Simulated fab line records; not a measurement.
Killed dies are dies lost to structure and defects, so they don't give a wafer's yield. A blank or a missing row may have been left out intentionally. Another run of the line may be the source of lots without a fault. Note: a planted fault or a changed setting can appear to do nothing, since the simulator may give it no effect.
Struck lot and sound lot, side by side | flow n5 finfet | 17 out of 1938 route steps
Sound: the wafers L333.2, L333.3, L333.6. Wafers struck: L342.1, L342.4, L342.6. The cause is named last.
Per side, at each step with rows, come the tool, then ch with its chambers, and then its first start. Under that, the readings that differ: sound wafers | struck wafers | difference of the means | sigmas: that difference in standard deviations of wafers without a fault.
alike: readings whose means differ by less than 2 such deviations, and words and numbers that are the same on both sides. not compared: withheld readings, readings that some wafer has no value for, bounds like >300 that may hide the same value, and numbers for which the record gives no deviation and whose values overlap.
A row with sigmas, a row that says differs or no value, or rows on one side alone: a step with any of these is where the two part. When numbers do not overlap yet have no deviation, they are printed without sigmas and do not part them. A reading missing from all wafers of one side parts the sides only when that side holds two or more wafers.

first, 1 step without rows for these wafers: N5_MOL_CONTACT_COAG_DEVELOP_83 (develop time 30 s).
N5_MOL_CONTACT_COAG_CD_MEAS_84: the cd target is 25.1 nm.
  sound on cd sem-02 ch 0, day 5 10:33; struck on cd sem-02 ch 0, day 7 16:25
  alike: cd nm
N5_MOL_CONTACT_COAG_OVL_MEAS_85:
  sound on overlay-02 ch 0, day 5 10:35; struck on overlay-01 ch 0, day 7 16:27
  alike: VG_OVL
N5_MOL_CONTACT_COAG_INSPECT_57: inspects for defects (brightfield).
  sound on defect inspect-02, day 5 10:38; struck on defect inspect-01, day 7 16:30
  alike: raw defect count
N5_MOL_CONTACT_COAG_DESCUM_88: chemistry O2, time 7 s.
  sound on rie diel-01 ch 0,2, day 5 10:40; struck on rie diel-03 ch 0,1, day 7 16:32
  alike: drypump motor current A, oes product au, rf vpp V, showerhead plenum p Torr, throttle valve pct
  not compared: rf hours counter h
then, 1 step without rows for these wafers: N5_MOL_CONTACT_COAG_ETCH_89 (etches underlayer in N2/H2, target depth 13 nm, time 10.4 s).
N5_MOL_CONTACT_COAG_ETCH_90: etches SiARC in CF4, target depth 13 nm, time 21.7 s.
  sound on rie diel-01 ch 0,2, day 5 10:44; struck on rie diel-03 ch 0,1, day 7 16:35
  alike: drypump motor current A, etch rf on time s, oes product au, rf vpp V, showerhead plenum p Torr, throttle valve pct
  not compared: rf hours counter h
then, 1 step without rows for these wafers: N5_MOL_CONTACT_COAG_ALD_131 (deposits SiO2, target thk 5 nm, pulse time 1 s, co reactant pulse time 1 s).
N5_MOL_CONTACT_COAG_ETCHBACK_132: etches SiO2 in CHF3, target depth 10 nm, time 6.7 s.
  sound on rie diel-03 ch 1,3, day 5 10:59; struck on rie diel-03 ch 0,1,2, day 7 17:30
  alike: CHF3_flow_sccm, drypump motor current A, oes product au, rf vpp V, showerhead plenum p Torr, throttle valve pct
  not compared: rf hours counter h
N5_MOL_CONTACT_COAG_ETCH_91: etches SOC in N2/H2, target depth 60 nm, overetch 21 nm, time 101.2 s.
  sound on rie diel-03 ch 1,3, day 5 11:01; struck on rie diel-03 ch 0,1,2, day 7 17:32
  alike: drypump motor current A, oes product au, rf vpp V, showerhead plenum p Torr, throttle valve pct
  not compared: rf hours counter h
then, 2 steps without rows for these wafers: N5_MOL_CONTACT_COAG_STRIP_92 (strips in N2/H2); N5_MOL_CONTACT_COAG_STRIP_93 (strips in N2/H2).
N5_MOL_CONTACT_COAG_ETCHBACK_135: etches SiO2 in CHF3, target depth 25 nm, time 16.7 s.
  sound on rie diel-03 ch 1,3, day 5 11:07; struck on rie diel-03 ch 0,1,2, day 7 17:37
  reading                                           | sound          | struck         | difference | sigmas
  oes product au (a.u.)                             | 0.91 0.74 0.73 | 0.62 0.48 0.52 | -0.25      | -3
  model.SOC_of_MOL_CONTACT_COAG_COAT_75.thk nm (nm) | 57.4 57.4 57.6 | 58.8 58.8 58.8 | +1.3       |
  alike: CHF3_flow_sccm, drypump motor current A, rf vpp V, showerhead plenum p Torr, throttle valve pct
  not compared: rf hours counter h
then, 1 step without rows for these wafers: N5_MOL_CONTACT_COAG_STRIP_118 (strips in CHF3).
N5_MOL_CONTACT_COAG_VIA_ETCH_46: etches SiO2 in C4F6/O2, target depth 46 nm, overetch 9.2 nm, time 40 s.
  sound on rie diel-03 ch 1,3, day 5 11:09; struck on rie diel-03 ch 0,1,2, day 7 17:40
  reading                                           | sound        | struck       | difference | sigmas
  model.SOC_of_MOL_CONTACT_COAG_COAT_75.thk nm (nm) | 50.8 50.8 51 | 52 52.2 52.4 | +1         |
  alike: drypump motor current A, oes product au, rf vpp V, showerhead plenum p Torr, throttle valve pct
  not compared: rf hours counter h
N5_MOL_CONTACT_COAG_STRIP_96: strips in N2/H2.
  sound on rie diel-03 ch 1,3, day 5 11:13; struck on rie diel-03 ch 0,1,2, day 7 17:43
  alike: drypump motor current A, oes product au, rf vpp V, showerhead plenum p Torr, throttle valve pct
  not compared: rf hours counter h
-- a jump in the record: the struck wafers' starts before and after are 9 days apart (it breaks off in module MOL_CONTACT_COAG and resumes in module PASSIVATION, where the first step shown is number 1936 of the route) --
N5_PASSIVATION_PROBE_49:
  record: rows for the struck wafers here (prober-01, day 16 07:25), none for the sound ones

WHERE THEY PART
At N5_MOL_CONTACT_COAG_ETCHBACK_135 first; at N5_PASSIVATION_PROBE_49 last (within this record only).

WHY: the cause the simulator had injected
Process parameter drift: rie diel-03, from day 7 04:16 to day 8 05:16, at N5_MOL_CONTACT_COAG_ETCHBACK_135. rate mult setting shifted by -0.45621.
